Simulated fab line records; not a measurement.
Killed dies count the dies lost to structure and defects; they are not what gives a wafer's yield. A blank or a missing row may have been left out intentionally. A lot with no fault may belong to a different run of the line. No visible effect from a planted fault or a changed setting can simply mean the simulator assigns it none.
The tool behind it: which one? :: flow nand_harc :: 37 wafers from 13 lots sampled at 6 of the route's 1302 steps

WHAT THE GAUGES SHOWED, per wafer
NHARC_A_ONON_D2_THK_MEAS_21: measures by ellipsometry. Usual: thk_nm 1001 nm, standard deviation 9.1.
lot: L229
measured: day 13 04:15
on: film_metro-02
thk_nm (nm): 1006 1006 1008
flag: 

lot: L232
measured: day 13 21:17
on: film_metro-01
thk_nm (nm): 998 998 996
flag: 

lot: L234
measured: day 14 21:27
on: film_metro-01
thk_nm (nm): 994 996 997
flag: 

lot: L235
measured: day 15 05:52
on: film_metro-02
thk_nm (nm): 991 992 991
flag: 

lot: L236
measured: day 15 14:22
on: film_metro-01
thk_nm (nm): 991 991 990
flag: 

lot: L237
measured: day 16 08:14
on: film_metro-01
thk_nm (nm): 1001 1000 1002
flag: 

lot: L238
measured: day 16 08:23
on: film_metro-01
thk_nm (nm): 999 999 1000
flag: 

lot: L239
measured: day 17 08:49
on: film_metro-01
thk_nm (nm): 1006 1003 1005
flag: 

lot: L246
measured: day 19 21:47
on: film_metro-02
thk_nm (nm): 993 993
flag: 

lot: L247
measured: day 20 15:34
on: film_metro-01
thk_nm (nm): 1000 999
flag: 

lot: L250
measured: day 21 06:56
on: film_metro-02
thk_nm (nm): 1015 1014 1014
flag: 

lot: L251
measured: day 21 12:29
on: film_metro-01
thk_nm (nm): 1005 1004 1003
flag: 

lot: L252
measured: day 22 22:58
on: film_metro-01
thk_nm (nm): 1013 1011 1013
flag: 

NHARC_A_ONON_D2_THK_MEAS_24: measures by ellipsometry. Usual: thk_nm 1003 nm, standard deviation 7.4.
lot: L229
measured: day 13 04:49
on: film_metro-02
thk_nm (nm): 1013 1014 1014
flag: 

lot: L232
measured: day 13 21:52
on: film_metro-01
thk_nm (nm): 1005 1003 1006
flag: 

lot: L234
measured: day 14 22:01
on: film_metro-01
thk_nm (nm): 1000 998 997
flag: 

lot: L235
measured: day 15 06:26
on: film_metro-01
thk_nm (nm): 1000 1001 999
flag: 

lot: L236
measured: day 15 14:56
on: film_metro-02
thk_nm (nm): 1002 1001 1003
flag: 

lot: L237
measured: day 16 08:49
on: film_metro-02
thk_nm (nm): 1001 1001 1002
flag: 

lot: L238
measured: day 16 09:04
on: film_metro-01
thk_nm (nm): 1010 1008 1009
flag: 

lot: L239
measured: day 17 09:23
on: film_metro-01
thk_nm (nm): 991 991 989
flag: 

lot: L246
measured: day 19 22:20
on: film_metro-01
thk_nm (nm): 985 528
flag: OFF

lot: L247
measured: day 20 16:10
on: film_metro-02
thk_nm (nm): 1008 550
flag: OFF

lot: L250
measured: day 21 07:30
on: film_metro-02
thk_nm (nm): 1006 1006 1006
flag: 

lot: L251
measured: day 21 13:03
on: film_metro-02
thk_nm (nm): 1008 1009 1008
flag: 

lot: L252
measured: day 22 23:32
on: film_metro-02
thk_nm (nm): 1008 1006 1010
flag: 

NHARC_END_SORT_01. Usual: killed_at_array 46, standard deviation 15; killed_at_other 0.8, standard deviation 1.1; killed_at_periphery 4.0, standard deviation 2.9; killed_dies 50, standard deviation 15; killed_open 3.2, standard deviation 1.8; killed_short 2.3, standard deviation 1.6.
lot: L246
measured: day 31 01:12
on: prober-02
killed_at_array: 40 673
killed_at_other: 0 0
killed_at_periphery: 8 4
killed_dies: 48 677
killed_open: 3 4
killed_short: 2 5
flag: OFF

lot: L247
measured: day 32 20:59
on: prober-02
killed_at_array: 44 674
killed_at_other: 0 0
killed_at_periphery: 2 3
killed_dies: 46 677
killed_open: 3 2
killed_short: 1 2
flag: OFF

WHAT TOOL EACH LOT RAN ON (gives the tool, then ch and the chambers of the sampled wafers, and finally the start)
lot: L229
NHARC_A_DECK1_JOINT_ETCHBACK_07: rie_si-02 ch 1,2,3, day 10 23:52
NHARC_A_DECK1_JOINT_CMP_02: cmp-03 ch 0,1,2, day 12 15:29
NHARC_A_ONON_D2_DEP_22: pecvd_onon-04 ch 0, day 13 04:19

lot: L232
NHARC_A_DECK1_JOINT_ETCHBACK_07: rie_si-04 ch 2,3, day 12 00:14
NHARC_A_DECK1_JOINT_CMP_02: cmp-03 ch 0,1,3, day 13 09:52
NHARC_A_ONON_D2_DEP_22: pecvd_onon-02 ch 0, day 13 21:21

lot: L234
NHARC_A_DECK1_JOINT_ETCHBACK_07: rie_si-05 ch 0,1,3, day 13 03:41
NHARC_A_DECK1_JOINT_CMP_02: cmp-02 ch 0,1,2, day 14 10:01
NHARC_A_ONON_D2_DEP_22: pecvd_onon-04 ch 0, day 14 21:34

lot: L235
NHARC_A_DECK1_JOINT_ETCHBACK_07: rie_si-05 ch 0,2, day 13 08:43
NHARC_A_DECK1_JOINT_CMP_02: cmp-03 ch 0,3, day 14 16:47
NHARC_A_ONON_D2_DEP_22: pecvd_onon-04 ch 0, day 15 05:56

lot: L236
NHARC_A_DECK1_JOINT_ETCHBACK_07: rie_si-05 ch 1,3, day 13 15:28
NHARC_A_DECK1_JOINT_CMP_02: cmp-03 ch 0,1, day 15 02:53
NHARC_A_ONON_D2_DEP_22: pecvd_onon-04 ch 0, day 15 14:26

lot: L237
NHARC_A_DECK1_JOINT_ETCHBACK_07: rie_si-02 ch 0,2,3, day 14 10:12
NHARC_A_DECK1_JOINT_CMP_02: cmp-04 ch 0,1,3, day 15 20:04
NHARC_A_ONON_D2_DEP_22: pecvd_onon-04 ch 0, day 16 08:17

lot: L238
NHARC_A_DECK1_JOINT_ETCHBACK_07: rie_si-04 ch 0,1,2, day 14 10:13
NHARC_A_DECK1_JOINT_CMP_02: cmp-03 ch 0,1, day 15 20:02
NHARC_A_ONON_D2_DEP_22: pecvd_onon-03 ch 0, day 16 08:34

lot: L239
NHARC_A_DECK1_JOINT_ETCHBACK_07: rie_si-04 ch 0,1,3, day 15 02:46
NHARC_A_DECK1_JOINT_CMP_02: cmp-04 ch 1,2, day 16 20:26
NHARC_A_ONON_D2_DEP_22: pecvd_onon-02 ch 0, day 17 08:55

lot: L246
NHARC_A_DECK1_JOINT_ETCHBACK_07: rie_si-04 ch 0,1, day 17 17:22
NHARC_A_DECK1_JOINT_CMP_02: cmp-02 ch 0,1, day 19 08:12
NHARC_A_ONON_D2_DEP_22: pecvd_onon-04 ch 0, day 19 21:50

lot: L247
NHARC_A_DECK1_JOINT_ETCHBACK_07: rie_si-02 ch 0,2, day 18 19:31
NHARC_A_DECK1_JOINT_CMP_02: cmp-04 ch 1,3, day 20 04:00
NHARC_A_ONON_D2_DEP_22: pecvd_onon-04 ch 0, day 20 15:37

lot: L250
NHARC_A_DECK1_JOINT_ETCHBACK_07: rie_si-05 ch 0,3, day 19 12:56
NHARC_A_DECK1_JOINT_CMP_02: cmp-04 ch 1,2, day 20 19:09
NHARC_A_ONON_D2_DEP_22: pecvd_onon-03 ch 0, day 21 06:59

lot: L251
NHARC_A_DECK1_JOINT_ETCHBACK_07: rie_si-02 ch 0,3, day 19 17:56
NHARC_A_DECK1_JOINT_CMP_02: cmp-02 ch 0,1,3, day 21 00:40
NHARC_A_ONON_D2_DEP_22: pecvd_onon-03 ch 0, day 21 12:32

lot: L252
NHARC_A_DECK1_JOINT_ETCHBACK_07: rie_si-04 ch 1,2,3, day 20 21:29
NHARC_A_DECK1_JOINT_CMP_02: cmp-02 ch 0,1,3, day 22 10:37
NHARC_A_ONON_D2_DEP_22: pecvd_onon-03 ch 0, day 22 23:01
- NHARC_A_DECK1_JOINT_ETCHBACK_07: etches the open film in HBr, target depth 105 nm, time 26.9 s.
- NHARC_A_DECK1_JOINT_CMP_02: polishes SiOx.
- NHARC_A_ONON_D2_DEP_22: target thk 1000 nm.

AS READ BY THE TOOLS THEMSELVES (means over the sampled wafers that have a number; for cases with no such wafer, the mark the record gives instead)
NHARC_A_DECK1_JOINT_ETCHBACK_07. Usual: drypump_motor_current_A 5.8 A, standard deviation 0.49; oes_product_au 0.998 a.u., standard deviation 0.0074; throttle_valve_pct 23.266 %, standard deviation 0.0097.
lot: L229
tool: rie_si-02
drypump_motor_current_A (A): 5.9
oes_product_au (a.u.): 1.002
throttle_valve_pct (%): 23.261
flag: 

lot: L232
tool: rie_si-04
drypump_motor_current_A (A): 5.5
oes_product_au (a.u.): 0.990
throttle_valve_pct (%): 23.263
flag: 

lot: L234
tool: rie_si-05
drypump_motor_current_A (A): 6.0
oes_product_au (a.u.): 0.998
throttle_valve_pct (%): 23.267
flag: 

lot: L235
tool: rie_si-05
drypump_motor_current_A (A): 6.2
oes_product_au (a.u.): 1.002
throttle_valve_pct (%): 23.266
flag: 

lot: L236
tool: rie_si-05
drypump_motor_current_A (A): 5.7
oes_product_au (a.u.): 0.999
throttle_valve_pct (%): 23.265
flag: 

lot: L237
tool: rie_si-02
drypump_motor_current_A (A): 6.0
oes_product_au (a.u.): 0.996
throttle_valve_pct (%): 23.273
flag: 

lot: L238
tool: rie_si-04
drypump_motor_current_A (A): 5.3
oes_product_au (a.u.): 1.002
throttle_valve_pct (%): 23.269
flag: 

lot: L239
tool: rie_si-04
drypump_motor_current_A (A): 5.6
oes_product_au (a.u.): 0.996
throttle_valve_pct (%): 23.261
flag: 

lot: L246
tool: rie_si-04
drypump_motor_current_A (A): 5.5
oes_product_au (a.u.): 0.995
throttle_valve_pct (%): 23.273
flag: 

lot: L247
tool: rie_si-02
drypump_motor_current_A (A): 5.9
oes_product_au (a.u.): 1.012
throttle_valve_pct (%): 23.259
flag: 

lot: L250
tool: rie_si-05
drypump_motor_current_A (A): 5.6
oes_product_au (a.u.): 0.996
throttle_valve_pct (%): 23.264
flag: 

lot: L251
tool: rie_si-02
drypump_motor_current_A (A): 6.2
oes_product_au (a.u.): 1.003
throttle_valve_pct (%): 23.266
flag: 

lot: L252
tool: rie_si-04
drypump_motor_current_A (A): 5.4
oes_product_au (a.u.): 1.007
throttle_valve_pct (%): 23.259
flag: 

NHARC_A_DECK1_JOINT_CMP_02. Usual: motor_current_A 12.4 A, standard deviation 1.1.
lot: L229
tool: cmp-03
motor_current_A (A): 12.2
flag: 

lot: L232
tool: cmp-03
motor_current_A (A): 12.4
flag: 

lot: L234
tool: cmp-02
motor_current_A (A): 11.8
flag: 

lot: L235
tool: cmp-03
motor_current_A (A): 11.2
flag: 

lot: L236
tool: cmp-03
motor_current_A (A): 13.0
flag: 

lot: L237
tool: cmp-04
motor_current_A (A): 13.0
flag: 

lot: L238
tool: cmp-03
motor_current_A (A): 13.5
flag: 

lot: L239
tool: cmp-04
motor_current_A (A): 12.8
flag: 

lot: L246
tool: cmp-02
motor_current_A (A): 12.4
flag: 

lot: L247
tool: cmp-04
motor_current_A (A): 13.4
flag: 

lot: L250
tool: cmp-04
motor_current_A (A): 12.9
flag: 

lot: L251
tool: cmp-02
motor_current_A (A): 12.2
flag: 

lot: L252
tool: cmp-02
motor_current_A (A): 11.6
flag: 

NHARC_A_ONON_D2_DEP_22. Usual: nh3_flow_sccm 499.9 sccm, standard deviation 1.5.
lot: L229
tool: pecvd_onon-04
nh3_flow_sccm (sccm): 500.1
flag: 

lot: L232
tool: pecvd_onon-02
nh3_flow_sccm (sccm): 500.8
flag: 

lot: L234
tool: pecvd_onon-04
nh3_flow_sccm (sccm): 498.5
flag: 

lot: L235
tool: pecvd_onon-04
nh3_flow_sccm (sccm): 500.8
flag: 

lot: L236
tool: pecvd_onon-04
nh3_flow_sccm (sccm): 499.3
flag: 

lot: L237
tool: pecvd_onon-04
nh3_flow_sccm (sccm): 501.7
flag: 

lot: L238
tool: pecvd_onon-03
nh3_flow_sccm (sccm): 500.4
flag: 

lot: L239
tool: pecvd_onon-02
nh3_flow_sccm (sccm): 499.7
flag: 

lot: L246
tool: pecvd_onon-04
nh3_flow_sccm (sccm): 501.4
flag: 

lot: L247
tool: pecvd_onon-04
nh3_flow_sccm (sccm): 499.3
flag: 

lot: L250
tool: pecvd_onon-03
nh3_flow_sccm (sccm): 498.4
flag: 

lot: L251
tool: pecvd_onon-03
nh3_flow_sccm (sccm): 500.1
flag: 

lot: L252
tool: pecvd_onon-03
nh3_flow_sccm (sccm): 500.9
flag: 

THE ANSWER, worked out from the rows above alone
Rule: a lot counts as off when the mean over its wafers that have a number is more than 3 standard deviations away from the usual mean. Also off: a lot with no number at a reading for which 4 or more lots have one. Any other lot the step has rows for is counted as sound. After the gauges, taken in route order, come the tools' own readings; for these a lot's mean is taken, as printed above. At the first step where some lot is off, the reading lying furthest off is the one used; lots without a number count as furthest.
Off: L246, L247, at NHARC_A_ONON_D2_THK_MEAS_24 (thk_nm).
A tool fits if, at a process step before that reading, it ran every lot that is off, and no sound lot after the first of them. The gauges at NHARC_A_ONON_D2_THK_MEAS_24 aren't tried: what is off there is off at NHARC_END_SORT_01 too, on other tools, and a gauge's error can't cause that. One fits: NHARC_A_ONON_D2_DEP_22 on pecvd_onon-04. A fault onset in the window from L237 (day 16 08:17, its last sound lot) to L246 (day 19 21:50, its first lot off) fits.

WHAT THE SIMULATOR HAD PUT IN
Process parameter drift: pecvd_onon-04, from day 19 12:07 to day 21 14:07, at NHARC_A_ONON_D2_DEP_22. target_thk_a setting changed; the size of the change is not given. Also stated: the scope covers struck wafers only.
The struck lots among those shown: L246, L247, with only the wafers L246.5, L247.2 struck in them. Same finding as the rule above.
